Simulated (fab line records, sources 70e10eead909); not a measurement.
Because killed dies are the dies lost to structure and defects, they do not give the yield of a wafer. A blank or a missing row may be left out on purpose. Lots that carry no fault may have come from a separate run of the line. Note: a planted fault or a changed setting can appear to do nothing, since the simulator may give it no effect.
Commonality check across tools -- flow nand-harc -- 3 lots, 9 wafers sampled

== WHAT PROMPTED THE OPENING ==
Flagged at NHARC_END_SORT_01: reading killed-at-periphery, on 3 of 3 lots. Wafers without a fault read 3.6, standard deviation 2.4.
Rule: a lot is flagged in two cases, either no wafer of it has a number, or all its wafers with numbers fall more than 4 standard deviations from that mean. The rest of the lots are taken to be sound.

lot,measured,on,"killed-at-periphery, wafer by wafer",flag
L689,day 21 05:47,prober-01,662 659 663,FLAGGED
L690,day 21 05:49,prober-02,629 640 641,FLAGGED
L691,day 21 13:46,prober-01,641 649 642,FLAGGED
The numbers of the flagged lots are 647.3 on average: +643.7 against the usual, or +99 or more standard deviations.

== LOT BY LOT: THE TOOL USED ==
The record holds 2 process steps before the reading, out of a route of 1159 steps. Every cell lists first the tool, next ch and the chambers used by the sampled wafers, and last the start.
lot,flag,NHARC_P_ZERO_WELL_ETCH_63,NHARC_P_STI_CMP_21
L689,FLAGGED,"rie-si-06 ch 0,1,2, day 3 07:34","cmp-04 ch 0,3, day 5 00:08"
L690,FLAGGED,"rie-si-06 ch 1,2,3, day 3 13:40","cmp-03 ch 0,1,2, day 5 08:47"
L691,FLAGGED,"rie-si-01 ch 0,1,2, day 3 19:40","cmp-03 ch 0,1,2, day 5 13:41"
What is done by these steps:
- NHARC_P_ZERO_WELL_ETCH_63: etches the open film in HBr/Cl2, target depth 120 nm, time 40.1 s.
- NHARC_P_STI_CMP_21: polishes, t overpolish 20 s, target thk 380.67 nm.
- NHARC_END_SORT_01

== FLAGGED OVER TOTAL, TOOL BY TOOL (the gauges that took the reading come last) ==
step,tool,lots run,flagged,share of the flagged lots,sound lots run after its first flagged lot
NHARC_P_ZERO_WELL_ETCH_63,rie-si-01,1,1,some,0
NHARC_P_ZERO_WELL_ETCH_63,rie-si-06,2,2,some,0
NHARC_P_STI_CMP_21,cmp-03,2,2,some,0
NHARC_P_STI_CMP_21,cmp-04,1,1,some,0
NHARC_END_SORT_01,prober-01,2,2,some,0
NHARC_END_SORT_01,prober-02,1,1,some,0

== THE TABLE: WHAT IT ALLOWS ==
No row of the table ran every flagged lot.

== WHAT WAS PUT IN BY THE SIMULATOR ==
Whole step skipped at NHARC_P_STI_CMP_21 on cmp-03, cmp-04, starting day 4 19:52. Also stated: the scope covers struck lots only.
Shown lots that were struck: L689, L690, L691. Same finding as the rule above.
